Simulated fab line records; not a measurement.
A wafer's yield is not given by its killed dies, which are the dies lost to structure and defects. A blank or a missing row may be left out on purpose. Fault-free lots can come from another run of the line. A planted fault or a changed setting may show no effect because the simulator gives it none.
Chamber matching | flow nand-harc | NHARC_A_CONTACT_ALD_18 on ald-metal-03: 4 sister chambers
The step deposits TiN, target thk 3 nm, pulse time 1 s, ald cycles 150. 4 wafers are shown with their chamber, then 11 later ones without.

## EACH WAFER AND ITS CHAMBER
wafer  | chamber | heater-power-outer-w (W)
L083.6 | 2       | 710
L085.1 | 0       | 674
L085.3 | 3       | 634
L087.2 | 1       | 772

## WAFERS WHOSE CHAMBER IS MISSING
wafer  | heater-power-outer-w (W)
L087.5 | 684
L087.6 | 763
L090.3 | 679
L090.4 | 709
L090.6 | 659
L095.1 | 727
L095.2 | 664
L095.3 | 644
L097.1 | 804
L097.5 | 716
L097.6 | 747

## CHAMBER TAKEN BY EACH
wafer  | from the rows above     | in truth
L087.5 | can't be placed: 0 or 2 | 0
L087.6 | 1                       | 1
L090.3 | can't be placed: 0 or 2 | 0
L090.4 | 2                       | 2
L090.6 | can't be placed: 0 or 3 | 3
L095.1 | can't be placed: 2 or 1 | 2
L095.2 | can't be placed: 0 or 3 | 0
L095.3 | can't be placed: 3 or 0 | 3
L097.1 | 1                       | 1
L097.5 | 2                       | 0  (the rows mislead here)
L097.6 | can't be placed: 1 or 2 | 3
Correct placement for 3 of the 11. From these rows, 7 cannot be placed; in 6 the true chamber is one of the candidates. Number placed wrongly: 1.
How it was worked out, from the rows above alone: a wafer's distance from a chamber is the root of the sum, over the readings, of the square of ((its reading less the chamber's mean) divided by the reading's scatter). If the next closest chamber is less than 2 further off than the closest, the wafer can't be placed; otherwise it belongs to the closest. The mean given for a chamber averages the wafers shown for that chamber. The scatter: root of mean squared gap, hidden wafer to nearest shown wafer, with one shown wafer a chamber.
